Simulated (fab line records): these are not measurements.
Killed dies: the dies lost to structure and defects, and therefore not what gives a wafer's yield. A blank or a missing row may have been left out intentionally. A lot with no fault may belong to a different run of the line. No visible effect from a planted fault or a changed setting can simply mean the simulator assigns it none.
fab line records | flow n5-finfet
record: lots: 7 | wafers: 21
route steps=1938 shown WELL_APT@39 PMOS_HMC_CHANNEL_EPI@57 FIN_CUT@160 SD_EPI_N@279 SD_EPI_P@297
start-h: hours from the record's opening day to when the first of the lot's shown wafers began | wait-h: hours since the lot's step before | " repeats the value in the row above | L1.1+2: a row that stands for several wafers | - no value present, or no start provided | * or withheld: withheld | < > ~ a bound
route shown NAME@n: names a module that has steps shown in the file, with the first one's number in the route | usual: mean and standard deviation over wafers with no fault | same: alike in all rows | chamber/n: place in a boat | sites: readings site by site | _std_site: standard deviation of those values | _edge_site: the outer-site mean with the inner-site mean subtracted | radius-mm: for every site, how far away it sits from the centre of the wafer | mask NAME#n: copy n | behind: the most recent tool/chamber to have shaped the wafer | hold: why the lot was held/for how many hours/how that ended | device: whichever transistor did not switch (one of n, p or np) | end of line: the tests these same wafers got at the end of their route | a step without rows: its recipe alone | killed: the dies lost at the first sort to structure and to defects; this is not the yield of the wafer | map: the dies of a wafer, with x for killed, . for not killed, _ for no die there
set.NAME: the setting as run; set.NAME@STEP: as run at that earlier step | model.NAME: the simulator's own value behind a step, which no gauge read
lots where settings were altered on purpose, with a table for each step and a row for each wafer
== steps ==
step: N5_WELL_APT_EXPOSE_22
recipe: mask-id: PWELL | na: 0.8 | source-shape: conventional | sigma-outer: 0.8 | polarization: unpolarized | defocus-nm: 0 | target-cd-nm: 200 | dose-mj: 23.2
lot.wafer  | tool           | chamber | start-h | wait-h | mask    | set.dose-mj
L074.1+2+4 | krf-scanner-02 | 0       | 15.88   | -      | PWELL#0 | 23.2
L077.1+6   | krf-scanner-01 | 0       | 32.67   | -      | PWELL#0 | 23.2
L077.5     | "              | 0       | "       | "      | PWELL#0 | 23.91
L079.1+2+3 | krf-scanner-01 | 0       | 44.80   | -      | PWELL#0 | 23.2
L080.1+4+6 | krf-scanner-01 | 0       | 50.76   | -      | PWELL#0 | 23.2
L084.2+3   | krf-scanner-02 | 0       | 74.60   | -      | PWELL#0 | 23.2
L084.6     | "              | 0       | "       | "      | PWELL#0 | 21.55
L090.2+5   | krf-scanner-02 | 0       | 110.53  | -      | PWELL#0 | 23.2
L090.4     | "              | 0       | "       | "      | PWELL#0 | 22.43
L092.1     | krf-scanner-01 | 0       | 122.74  | -      | PWELL#0 | 23.2
L092.2+3   | "              | 0       | "       | "      | PWELL#0 | 24.1
step: N5_WELL_APT_PEB_23
recipe: peb-temp-c: 130 | peb-time-s: 90
lot.wafer  | tool           | chamber | start-h | wait-h | set.peb-temp-c
L074.1+2   | litho-track-01 | 0       | 15.94   | 0.1    | 128.1
L074.4     | "              | 0       | "       | "      | 130
L077.1+5+6 | litho-track-01 | 0       | 32.72   | 0.1    | 130
L079.1     | litho-track-01 | 0       | 44.86   | 0.1    | 130
L079.2+3   | "              | 0       | "       | "      | 126.4
L080.1+4+6 | litho-track-01 | 0       | 50.82   | 0.1    | 130
L084.2     | litho-track-01 | 0       | 74.65   | 0.0    | 133.4
L084.3+6   | "              | 0       | "       | "      | 130
L090.2+5   | litho-track-01 | 0       | 110.58  | 0.0    | 133.6
L090.4     | "              | 0       | "       | "      | 130
L092.1+3   | litho-track-05 | 0       | 122.79  | 0.1    | 130
L092.2     | "              | 0       | "       | "      | 133.1
step: N5_WELL_APT_DEVELOP_24
recipe: develop-time-s: 45 | rinse-liquid: surfactant-rinse | dry: air-spin | dev-temp-c: 21
step: N5_WELL_APT_HARDBAKE_29
recipe: temp-c: 130 | time-s: 120
step: N5_WELL_APT_CD_MEAS_25
recipe: target-cd-nm: 200 | landing-energy-ev: 500 | detector: se-inlens
usual: cd-nm: 199.3/2
lot.wafer | tool      | chamber | start-h | wait-h | set.dose-mj@WELL_APT_EXPOSE_22 | set.peb-temp-c@WELL_APT_PEB_23 | cd-nm
L074.1    | cd-sem-03 | 0       | 16.05   | -      | 23.2                           | 128.1                          | 187.0
L074.2    | "         | 0       | "       | "      | 23.2                           | 128.1                          | 188.9
L074.4    | "         | 0       | "       | "      | 23.2                           | 130                            | 200.0
L077.1    | cd-sem-02 | 0       | 32.84   | -      | 23.2                           | 130                            | 200.5
L077.5    | "         | 0       | "       | "      | 23.91                          | 130                            | 203.2
L077.6    | "         | 0       | "       | "      | 23.2                           | 130                            | 199.6
L079.1    | cd-sem-02 | 0       | 44.98   | -      | 23.2                           | 130                            | 197.1
L079.2    | "         | 0       | "       | "      | 23.2                           | 126.4                          | 176.2
L079.3    | "         | 0       | "       | "      | 23.2                           | 126.4                          | 171.2
L080.1    | cd-sem-03 | 0       | 50.93   | -      | 23.2                           | 130                            | 201.0
L080.4    | "         | 0       | "       | "      | 23.2                           | 130                            | 199.9
L080.6    | "         | 0       | "       | "      | 23.2                           | 130                            | 197.1
L084.2    | cd-sem-02 | 0       | 74.76   | -      | 23.2                           | 133.4                          | 217.4
L084.3    | "         | 0       | "       | "      | 23.2                           | 130                            | 202.6
L084.6    | "         | 0       | "       | "      | 21.55                          | 130                            | 186.9
L090.2    | cd-sem-01 | 0       | 110.70  | -      | 23.2                           | 133.6                          | 216.3
L090.4    | "         | 0       | "       | "      | 22.43                          | 130                            | 191.7
L090.5    | "         | 0       | "       | "      | 23.2                           | 133.6                          | 217.0
L092.1    | cd-sem-02 | 0       | 122.91  | -      | 23.2                           | 130                            | 200.2
L092.2    | "         | 0       | "       | "      | 24.1                           | 133.1                          | 220.6
L092.3    | "         | 0       | "       | "      | 24.1                           | 130                            | 210.1
step: N5_WELL_APT_DESCUM_30
recipe: chemistry: O2 | time-s: 7.9 | source-power-w: 50 | bias-power-w: 20 | pressure-mtorr: 20 | rf-frequency-hz: 2.712e+07 | temp-c: 40 | o2-flow-sccm: 225
lot.wafer | tool        | chamber | start-h | wait-h | set.time-s | set.dose-mj@WELL_APT_EXPOSE_22 | set.peb-temp-c@WELL_APT_PEB_23 | model.WELL_APT.cd-nm
L074.1    | rie-diel-06 | 3       | 16.14   | 0.0    | 8.419      | 23.2                           | 128.1                          | 187
L074.2    | "           | 1       | "       | "      | 8.419      | 23.2                           | 128.1                          | 189.2
L074.4    | "           | 2       | "       | "      | 7.9        | 23.2                           | 130                            | 200.1
L077.1    | rie-diel-06 | 2       | 32.93   | 0.0    | 7.9        | 23.2                           | 130                            | 200.7
L077.5    | "           | 1       | "       | "      | 7.9        | 23.91                          | 130                            | 203.8
L077.6    | "           | 2       | "       | "      | 7.9        | 23.2                           | 130                            | 199.8
L079.1    | rie-diel-05 | 2       | 45.09   | 0.1    | 7.9        | 23.2                           | 130                            | 197.1
L079.2    | "           | 1       | "       | "      | 7.9        | 23.2                           | 126.4                          | 175.8
L079.3    | "           | 0       | "       | "      | 8.481      | 23.2                           | 126.4                          | 171.3
L080.1    | rie-diel-04 | 0       | 51.03   | 0.0    | 7.9        | 23.2                           | 130                            | 201
L080.4    | "           | 2       | "       | "      | 7.9        | 23.2                           | 130                            | 200.2
L080.6    | "           | 1       | "       | "      | 7.9        | 23.2                           | 130                            | 197
L084.2    | rie-diel-05 | 2       | 75.11   | 0.3    | 7.9        | 23.2                           | 133.4                          | 217.7
L084.3    | "           | 1       | "       | "      | 7.9        | 23.2                           | 130                            | 202.6
L084.6    | "           | 0       | "       | "      | 9.29       | 21.55                          | 130                            | 187.3
L090.2    | rie-diel-04 | 2       | 110.78  | 0.0    | 7.9        | 23.2                           | 133.6                          | 216.4
L090.4    | "           | 1       | "       | "      | 7.9        | 22.43                          | 130                            | 192.1
L090.5    | "           | 3       | "       | "      | 7.9        | 23.2                           | 133.6                          | 216.8
L092.1    | rie-diel-06 | 1       | 123.00  | 0.0    | 7.9        | 23.2                           | 130                            | 200.3
L092.2    | "           | 2       | "       | "      | 6.226      | 24.1                           | 133.1                          | 220.1
L092.3    | "           | 0       | "       | "      | 7.9        | 24.1                           | 130                            | 210.2
step: N5_PMOS_HMC_CHANNEL_EPI_HM_DEP_34
recipe: material: SiO2 | target-thk-a: 360 | temp-c: 400 | precursor: TEOS/O2 | pressure-torr: 6.5 | rf-w: 900 | teos-flow-sccm: 161.4 | gas: O2 | flow-sccm: 2650 | time-s: 6.9
lot.wafer | tool     | chamber | start-h | wait-h | set.time-s | model.SiO2_of_PMOS_HMC_CHANNEL_EPI_HM_DEP_34.thk-nm
L074.1    | pecvd-04 | 0       | 18.05   | 0.0    | 6.9        | 35.5
L074.2    | "        | 1       | "       | "      | 6.9        | 35.41
L074.4    | "        | 1       | "       | "      | 6.9        | 35.65
L077.1    | pecvd-04 | 2       | 34.60   | 0.0    | 5.955      | 31.54
L077.5    | "        | 0       | "       | "      | 6.9        | 36.59
L077.6    | "        | 1       | "       | "      | 6.9        | 36.35
L079.1    | pecvd-04 | 2       | 46.91   | 0.0    | 6.9        | 35.88
L079.2    | "        | 0       | "       | "      | 6.9        | 36.03
L079.3    | "        | 1       | "       | "      | 6.9        | 35.39
L080.1    | pecvd-04 | 2       | 52.72   | 0.0    | 6.9        | 36.09
L080.4    | "        | 1       | "       | "      | 6.9        | 35.6
L080.6    | "        | 1       | "       | "      | 6.9        | 35.78
L084.2    | pecvd-02 | 0       | 76.78   | 0.0    | 7.864      | 40.1
L084.3    | "        | 2       | "       | "      | 6.9        | 35.16
L084.6    | "        | 2       | "       | "      | 6.9        | 35.55
L090.2    | pecvd-02 | 2       | 112.46  | 0.0    | 6.9        | 36.1
L090.4    | "        | 1       | "       | "      | 6.9        | 37.31
L090.5    | "        | 2       | "       | "      | 7.899      | 41.52
L092.1    | pecvd-02 | 2       | 124.69  | 0.0    | 6.9        | 35.65
L092.2    | "        | 1       | "       | "      | 7.846      | 40.54
L092.3    | "        | 1       | "       | "      | 6.9        | 36.78
step: N5_FIN_CUT_EXPOSE_05
recipe: mask-id: FIN_CUT | na: 0.33 | source-shape: annular | sigma-inner: 0.35 | sigma-outer: 0.8 | polarization: unpolarized | dose-mj: 45.75
lot.wafer  | tool           | chamber | start-h | wait-h | mask      | set.dose-mj
L074.1+4   | euv-scanner-01 | 0       | 28.45   | -      | FIN_CUT#0 | 45.75
L074.2     | "              | 0       | "       | "      | FIN_CUT#0 | 43.44
L077.1     | euv-scanner-02 | 0       | 45.64   | -      | FIN_CUT#0 | 45.75
L077.5+6   | "              | 0       | "       | "      | FIN_CUT#0 | 43.1
L079.1+2   | euv-scanner-02 | 0       | 59.29   | -      | FIN_CUT#0 | 45.75
L079.3     | "              | 0       | "       | "      | FIN_CUT#0 | 48.21
L080.1+4+6 | euv-scanner-01 | 0       | 64.10   | -      | FIN_CUT#0 | 45.75
L084.2+6   | euv-scanner-01 | 0       | 87.17   | -      | FIN_CUT#0 | 45.75
L084.3     | "              | 0       | "       | "      | FIN_CUT#0 | 43.75
L090.2     | euv-scanner-01 | 0       | 123.75  | -      | FIN_CUT#0 | 45.75
L090.4+5   | "              | 0       | "       | "      | FIN_CUT#0 | 48.59
L092.1+2+3 | euv-scanner-01 | 0       | 136.55  | -      | FIN_CUT#0 | 45.75
step: N5_FIN_CUT_PEB_06
recipe: peb-temp-c: 100 | peb-time-s: 60 | resist: CAR-EUV
step: N5_FIN_CUT_DEVELOP_07
recipe: develop-time-s: 30 | developer: TMAH | resist: CAR-EUV | rinse-liquid: surfactant-rinse | dry: air-spin | dev-temp-c: 23
step: N5_FIN_CUT_CD_MEAS_08
recipe: target-cd-nm: 29.1 | landing-energy-ev: 500 | detector: se-inlens | polarity: opening
usual: cd-nm: 29.10/0.25
lot.wafer | tool      | chamber | start-h | wait-h | set.dose-mj@FIN_CUT_EXPOSE_05 | cd-nm
L074.1    | cd-sem-01 | 0       | 28.59   | -      | 45.75                         | 29.17
L074.2    | "         | 0       | "       | "      | 43.44                         | 28.34
L074.4    | "         | 0       | "       | "      | 45.75                         | 28.76
L077.1    | cd-sem-03 | 0       | 45.78   | -      | 45.75                         | 29.33
L077.5    | "         | 0       | "       | "      | 43.1                          | 27.81
L077.6    | "         | 0       | "       | "      | 43.1                          | 27.74
L079.1    | cd-sem-01 | 0       | 59.42   | -      | 45.75                         | 29.15
L079.2    | "         | 0       | "       | "      | 45.75                         | 29.20
L079.3    | "         | 0       | "       | "      | 48.21                         | 29.80
L080.1    | cd-sem-03 | 0       | 64.23   | -      | 45.75                         | 29.41
L080.4    | "         | 0       | "       | "      | 45.75                         | 29.00
L080.6    | "         | 0       | "       | "      | 45.75                         | 29.04
L084.2    | cd-sem-01 | 0       | 87.30   | -      | 45.75                         | 28.79
L084.3    | "         | 0       | "       | "      | 43.75                         | 28.29
L084.6    | "         | 0       | "       | "      | 45.75                         | 29.42
L090.2    | cd-sem-03 | 0       | 123.88  | -      | 45.75                         | 29.20
L090.4    | "         | 0       | "       | "      | 48.59                         | 30.08
L090.5    | "         | 0       | "       | "      | 48.59                         | 30.34
L092.1    | cd-sem-02 | 0       | 136.68  | -      | 45.75                         | 29.08
L092.2    | "         | 0       | "       | "      | 45.75                         | 28.57
L092.3    | "         | 0       | "       | "      | 45.75                         | 29.25
step: N5_FIN_CUT_DESCUM_13
recipe: chemistry: O2 | time-s: 7 | source-power-w: 50 | bias-power-w: 20 | pressure-mtorr: 20 | rf-frequency-hz: 2.712e+07 | temp-c: 40 | resist: CAR-EUV | o2-flow-sccm: 225
step: N5_FIN_CUT_ETCH_30
recipe: chemistry: N2/H2 | target: underlayer | target-depth-a: 130 | mask-material: CAR-EUV | time-s: 10.4 | ion-energy-ev: 200 | pressure-mtorr: 30 | source-w: 840 | bias-w: 150 | n2-flow-sccm: 200 | h2-flow-sccm: 200 | ends: cleared
lot.wafer  | tool        | chamber | start-h | wait-h | set.dose-mj@FIN_CUT_EXPOSE_05 | model.FIN_CUT.cd-offset-nm
L074.1     | rie-diel-01 | 3       | 28.74   | 0.0    | 45.75                         | 0.2
L074.2     | "           | 2       | "       | "      | 43.44                         | -1
L074.4     | "           | 0       | "       | "      | 45.75                         | -0.2
L077.1     | rie-diel-02 | 0       | 45.93   | 0.0    | 45.75                         | 0.2
L077.5+6   | "           | 1,2     | "       | "      | 43.1                          | -1
L079.1+2   | rie-diel-02 | 2,3     | 59.58   | 0.0    | 45.75                         | 0.2
L079.3     | "           | 0       | "       | "      | 48.21                         | 1
L080.1+4+6 | rie-diel-01 | 1,2,1   | 64.52   | 0.0    | 45.75                         | 0.2
L084.2     | rie-diel-01 | 1       | 88.02   | 0.0    | 45.75                         | 0
L084.3     | "           | 2       | "       | "      | 43.75                         | -0.8
L084.6     | "           | 2       | "       | "      | 45.75                         | 0.2
L090.2     | rie-diel-01 | 0       | 124.37  | 0.0    | 45.75                         | 0.2
L090.4+5   | "           | 3,2     | "       | "      | 48.59                         | 1.2
L092.1     | rie-diel-03 | 3       | 136.86  | 0.0    | 45.75                         | 0
L092.2     | "           | 0       | "       | "      | 45.75                         | -0.2
L092.3     | "           | 2       | "       | "      | 45.75                         | 0.2
step: N5_FIN_CUT_ETCH_20
recipe: chemistry: CF4 | target: SiARC | target-depth-a: 260 | mask-material: CAR-EUV | time-s: 43.3 | ion-energy-ev: 80 | pressure-mtorr: 40 | source-w: 545 | bias-w: 36 | Ar_flow_sccm: 100 | cf4-flow-sccm: 100 | ends: cleared
lot.wafer | tool        | chamber | start-h | wait-h | set.dose-mj@FIN_CUT_EXPOSE_05 | model.FIN_CUT.cd-offset-nm
L074.1    | rie-diel-01 | 3       | 28.76   | 0.0    | 45.75                         | 0.2
L074.2    | "           | 2       | "       | "      | 43.44                         | -1
L074.4    | "           | 0       | "       | "      | 45.75                         | -0.2
L077.1    | rie-diel-02 | 0       | 45.95   | 0.0    | 45.75                         | 0
L077.5+6  | "           | 1,2     | "       | "      | 43.1                          | -1
L079.1+2  | rie-diel-02 | 2,3     | 59.60   | 0.0    | 45.75                         | 0.2
L079.3    | "           | 0       | "       | "      | 48.21                         | 1
L080.1+6  | rie-diel-01 | 1       | 64.54   | 0.0    | 45.75                         | 0.4
L080.4    | "           | 2       | "       | "      | 45.75                         | 0
L084.2+6  | rie-diel-01 | 1,2     | 88.04   | 0.0    | 45.75                         | 0.2
L084.3    | "           | 2       | "       | "      | 43.75                         | -0.8
L090.2    | rie-diel-01 | 0       | 124.39  | 0.0    | 45.75                         | 0.2
L090.4    | "           | 3       | "       | "      | 48.59                         | 1
L090.5    | "           | 2       | "       | "      | 48.59                         | 1.2
L092.1+3  | rie-diel-03 | 3,2     | 136.88  | 0.0    | 45.75                         | 0.2
L092.2    | "           | 0       | "       | "      | 45.75                         | -0.2
step: N5_FIN_CUT_ETCH_21
recipe: chemistry: N2/H2 | target: SOC | target-depth-a: 2190 | overetch-a: 438 | mask-material: SiARC | temp-c: 40 | ion-energy-ev: 100 | bias-w: 61 | time-s: 523.5 | pressure-mtorr: 30 | source-w: 850 | n2-flow-sccm: 200 | h2-flow-sccm: 200
lot.wafer | tool        | chamber | start-h | wait-h | set.time-s | model.SiARC_of_FIN_CUT_COAT_19.thk-nm
L074.1    | rie-diel-01 | 3       | 28.80   | 0.0    | 523.5      | 11.6
L074.2+4  | "           | 2,0     | "       | "      | 523.5      | 11.8
L077.1+5  | rie-diel-02 | 0,1     | 45.99   | 0.0    | 408.5      | 13.8
L077.6    | "           | 2       | "       | "      | 523.5      | 11.6
L079.1    | rie-diel-02 | 2       | 59.64   | 0.0    | 633.1      | 9.8
L079.2    | "           | 3       | "       | "      | 523.5      | 11.8
L079.3    | "           | 0       | "       | "      | 633.1      | 10.2
L080.1    | rie-diel-01 | 1       | 64.58   | 0.0    | 523.5      | 12
L080.4    | "           | 2       | "       | "      | 523.5      | 11.8
L080.6    | "           | 1       | "       | "      | 523.5      | 12.2
L084.2    | rie-diel-01 | 1       | 88.07   | 0.0    | 523.5      | 12
L084.3    | "           | 2       | "       | "      | 523.5      | 11.8
L084.6    | "           | 2       | "       | "      | 600.7      | 10.6
L090.2+5  | rie-diel-01 | 0,2     | 124.43  | 0.0    | 429        | 13.4
L090.4    | "           | 3       | "       | "      | 523.5      | 11.8
L092.1    | rie-diel-03 | 3       | 136.92  | 0.0    | 623.9      | 10.6
L092.2    | "           | 0       | "       | "      | 523.5      | 11.8
L092.3    | "           | 2       | "       | "      | 623.9      | 10.2
step: N5_SD_EPI_N_ETCH_16
recipe: chemistry: CHF3/O2 | target: SiO2 | target-depth-a: 50 | mask-material: SOC | pressure-mtorr: 30 | source-w: 650 | bias-w: 170 | Ar_flow_sccm: 200 | CHF3_flow_sccm: 50 | O2_flow_sccm: 5 | ion-energy-ev: 200
lot.wafer | tool        | chamber | start-h | wait-h | set.target-depth-a | model.etch.depth-nm
L074.1    | rie-diel-06 | 1       | 55.33   | 0.1    | 46.83              | 4.76
L074.2    | "           | 0       | "       | "      | 46.83              | 4.763
L074.4    | "           | 3       | "       | "      | 50                 | 5.024
L077.1    | rie-diel-04 | 2       | 71.33   | 0.1    | 55.66              | 5.56
L077.5    | "           | 2       | "       | "      | 50                 | 4.985
L077.6    | "           | 1       | "       | "      | 55.66              | 5.378
L079.1    | rie-diel-05 | 0       | 82.44   | 0.1    | 55.25              | 5.424
L079.2    | "           | 2       | "       | "      | 55.25              | 5.56
L079.3    | "           | 3       | "       | "      | 55.25              | 5.342
L080.1    | rie-diel-04 | 1       | 94.04   | 0.1    | 50                 | 4.86
L080.4    | "           | 3       | "       | "      | 50                 | 5.157
L080.6    | "           | 3       | "       | "      | 50                 | 5.146
L084.2    | rie-diel-06 | 2       | 112.14  | 0.1    | 50                 | 4.993
L084.3    | "           | 1       | "       | "      | 50                 | 5.021
L084.6    | "           | 2       | "       | "      | 44.31              | 4.451
L090.2    | rie-diel-04 | 3       | 146.53  | 0.1    | 50                 | 5.097
L090.4    | "           | 0       | "       | "      | 50                 | 4.832
L090.5    | "           | 2       | "       | "      | 50                 | 4.934
L092.1    | rie-diel-05 | 0       | 162.21  | 0.1    | 50                 | 4.99
L092.2    | "           | 3       | "       | "      | 50                 | 4.852
L092.3    | "           | 1       | "       | "      | 50                 | 4.919
step: N5_SD_EPI_P_COAT_03
recipe: resist: CAR-ArF-block | spin-rpm: 1500 | resist-thk-nm: 150
lot.wafer  | tool           | chamber | start-h | wait-h | set.spin-rpm | model.CAR-ArF-block_of_SD_EPI_P_COAT_03.thk-nm
L074.1+2+4 | litho-track-03 | 0       | -       | -      | 1500         | 150.8
L077.1     | litho-track-04 | 0       | -       | -      | 1500         | 150.4
L077.5     | "              | 0       | "       | "      | 1500         | 150.2
L077.6     | "              | 0       | "       | "      | 1337         | 159
L079.1     | litho-track-05 | 0       | -       | -      | 1427         | 154.2
L079.2     | "              | 0       | "       | "      | 1427         | 154.6
L079.3     | "              | 0       | "       | "      | 1500         | 150.4
L080.1     | litho-track-03 | 0       | -       | -      | 1500         | 150.4
L080.4     | "              | 0       | "       | "      | 1500         | 150.6
L080.6     | "              | 0       | "       | "      | 1500         | 150.2
L084.2     | litho-track-04 | 0       | -       | -      | 1337         | 159
L084.3     | "              | 0       | "       | "      | 1500         | 149.8
L084.6     | "              | 0       | "       | "      | 1500         | 150.2
L090.2     | litho-track-04 | 0       | -       | -      | 1500         | 150.4
L090.4     | "              | 0       | "       | "      | 1500         | 150.2
L090.5     | "              | 0       | "       | "      | 1337         | 159.2
L092.1     | litho-track-05 | 0       | -       | -      | 1500         | 150.4
L092.2     | "              | 0       | "       | "      | 1627         | 144.2
L092.3     | "              | 0       | "       | "      | 1627         | 144
step: N5_SD_EPI_P_DESCUM_14
recipe: chemistry: O2 | time-s: 7.9 | source-power-w: 50 | bias-power-w: 20 | pressure-mtorr: 20 | rf-frequency-hz: 2.712e+07 | temp-c: 40 | resist: CAR-ArF-block | o2-flow-sccm: 225
lot.wafer | tool        | chamber | start-h | wait-h | set.time-s | set.spin-rpm@SD_EPI_P_COAT_03 | model.CAR-ArF-block_of_SD_EPI_P_COAT_03.thk-nm
L074.1    | rie-diel-03 | 2       | 59.15   | 0.0    | 7.9        | 1500                          | 144.2
L074.2+4  | "           | 1,3     | "       | "      | 6.332      | 1500                          | 145.2
L077.1+5  | rie-diel-03 | 1       | 75.93   | 0.0    | 7.9        | 1500                          | 143.8
L077.6    | "           | 0       | "       | "      | 7.9        | 1337                          | 152.6
L079.1    | rie-diel-03 | 3       | 86.87   | 0.0    | 8.73       | 1427                          | 147
L079.2    | "           | 0       | "       | "      | 7.9        | 1427                          | 148.2
L079.3    | "           | 1       | "       | "      | 8.73       | 1500                          | 143.2
L080.1    | rie-diel-01 | 0       | 98.37   | 0.0    | 7.9        | 1500                          | 143.8
L080.4    | "           | 1       | "       | "      | 7.9        | 1500                          | 144
L080.6    | "           | 0       | "       | "      | 7.9        | 1500                          | 143.6
L084.2    | rie-diel-01 | 2       | 115.96  | 0.0    | 7.9        | 1337                          | 152.4
L084.3    | "           | 0       | "       | "      | 8.474      | 1500                          | 143
L084.6    | "           | 0       | "       | "      | 7.9        | 1500                          | 143.6
L090.2    | rie-diel-02 | 0       | 150.77  | 0.4    | 7.9        | 1500                          | 143.8
L090.4    | "           | 2       | "       | "      | 7.9        | 1500                          | 143.6
L090.5    | "           | 0       | "       | "      | 7.9        | 1337                          | 152.8
L092.1    | rie-diel-02 | 0       | 166.80  | 0.0    | 7.9        | 1500                          | 143.8
L092.2    | "           | 1       | "       | "      | 8.793      | 1627                          | 137.2
L092.3    | "           | 3       | "       | "      | 8.793      | 1627                          | 136.8
step: N5_SD_EPI_P_ETCH_36
recipe: chemistry: CF4 | target: SiARC | target-depth-a: 455 | mask-material: CAR-ArF-block | time-s: 75.8 | ion-energy-ev: 80 | pressure-mtorr: 40 | source-w: 545 | bias-w: 36 | Ar_flow_sccm: 100 | cf4-flow-sccm: 100 | ends: cleared
lot.wafer | tool        | chamber | start-h | wait-h | set.spin-rpm@SD_EPI_P_COAT_03 | model.CAR-ArF-block_of_SD_EPI_P_COAT_03.thk-nm
L074.1    | rie-diel-03 | 2       | 59.18   | 0.0    | 1500                          | 111.6
L074.2+4  | "           | 1,3     | "       | "      | 1500                          | 112.6
L077.1+5  | rie-diel-03 | 1       | 75.97   | 0.0    | 1500                          | 111.4
L077.6    | "           | 0       | "       | "      | 1337                          | 120
L079.1    | rie-diel-03 | 3       | 86.91   | 0.0    | 1427                          | 114.6
L079.2    | "           | 0       | "       | "      | 1427                          | 115.6
L079.3    | "           | 1       | "       | "      | 1500                          | 110.8
L080.1    | rie-diel-01 | 0       | 98.41   | 0.0    | 1500                          | 111.2
L080.4    | "           | 1       | "       | "      | 1500                          | 111.6
L080.6    | "           | 0       | "       | "      | 1500                          | 111
L084.2    | rie-diel-01 | 2       | 116.00  | 0.0    | 1337                          | 119.8
L084.3    | "           | 0       | "       | "      | 1500                          | 110.4
L084.6    | "           | 0       | "       | "      | 1500                          | 111
L090.2    | rie-diel-02 | 0       | 150.80  | 0.0    | 1500                          | 111.2
L090.4    | "           | 2       | "       | "      | 1500                          | 111
L090.5    | "           | 0       | "       | "      | 1337                          | 120.2
L092.1    | rie-diel-02 | 0       | 166.83  | 0.0    | 1500                          | 111.4
L092.2    | "           | 1       | "       | "      | 1627                          | 104.6
L092.3    | "           | 3       | "       | "      | 1627                          | 104.4
== key ==
split: step: N5_WELL_APT_EXPOSE_22 | setting: dose-mj | stated: 23.2 | by: wafer
response: step: N5_WELL_APT_CD_MEAS_25 | reading: cd-nm | slope: +1.83 | per: 1% | together-with: peb-temp-c@WELL_APT_PEB_23 | explained: 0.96
response: step: N5_WELL_APT_DESCUM_30 | reading: model.WELL_APT.cd-nm | slope: +1.8 | per: 1% | together-with: peb-temp-c@WELL_APT_PEB_23 | explained: 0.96
split: step: N5_WELL_APT_PEB_23 | setting: peb-temp-c | stated: 130 | by: wafer
response: step: N5_WELL_APT_CD_MEAS_25 | reading: cd-nm | change: +8.26 | per: 1% | r: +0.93
response: step: N5_WELL_APT_DESCUM_30 | reading: model.WELL_APT.cd-nm | change: +8.18 | per: 1% | r: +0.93
split: step: N5_WELL_APT_DESCUM_30 | setting: time-s | stated: 7.9 | by: wafer
response none clear
split: step: N5_PMOS_HMC_CHANNEL_EPI_HM_DEP_34 | setting: time-s | stated: 6.9 | by: wafer
response: step: N5_PMOS_HMC_CHANNEL_EPI_HM_DEP_34 | reading: model.SiO2_of_PMOS_HMC_CHANNEL_EPI_HM_DEP_34.thk-nm | change: +0.337 | per: 1% | r: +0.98
split: step: N5_FIN_CUT_EXPOSE_05 | setting: dose-mj | stated: 45.75 | by: wafer
response: step: N5_FIN_CUT_CD_MEAS_08 | reading: cd-nm | change: +0.174 | per: 1% | r: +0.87
response: step: N5_FIN_CUT_ETCH_30 | reading: model.FIN_CUT.cd-offset-nm | change: +0.182 | per: 1% | r: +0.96
response: step: N5_FIN_CUT_ETCH_20 | reading: model.FIN_CUT.cd-offset-nm | change: +0.172 | per: 1% | r: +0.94
split: step: N5_FIN_CUT_ETCH_21 | setting: time-s | stated: 523.5 | by: wafer
response: step: N5_FIN_CUT_ETCH_21 | reading: model.SiARC_of_FIN_CUT_COAT_19.thk-nm | change: -0.0878 | per: 1% | r: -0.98
split: step: N5_SD_EPI_N_ETCH_16 | setting: target-depth-a | stated: 50 | by: wafer
response: step: N5_SD_EPI_N_ETCH_16 | reading: model.etch.depth-nm | change: +0.0452 | per: 1% | r: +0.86
split: step: N5_SD_EPI_P_COAT_03 | setting: spin-rpm | stated: 1500 | by: wafer
response: step: N5_SD_EPI_P_COAT_03 | reading: model.CAR-ArF-block_of_SD_EPI_P_COAT_03.thk-nm | change: -0.805 | per: 1% | r: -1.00
response: step: N5_SD_EPI_P_DESCUM_14 | reading: model.CAR-ArF-block_of_SD_EPI_P_COAT_03.thk-nm | change: -0.828 | per: 1% | r: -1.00
response: step: N5_SD_EPI_P_ETCH_36 | reading: model.CAR-ArF-block_of_SD_EPI_P_COAT_03.thk-nm | change: -0.824 | per: 1% | r: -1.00
split: step: N5_SD_EPI_P_DESCUM_14 | setting: time-s | stated: 7.9 | by: wafer
response none clear
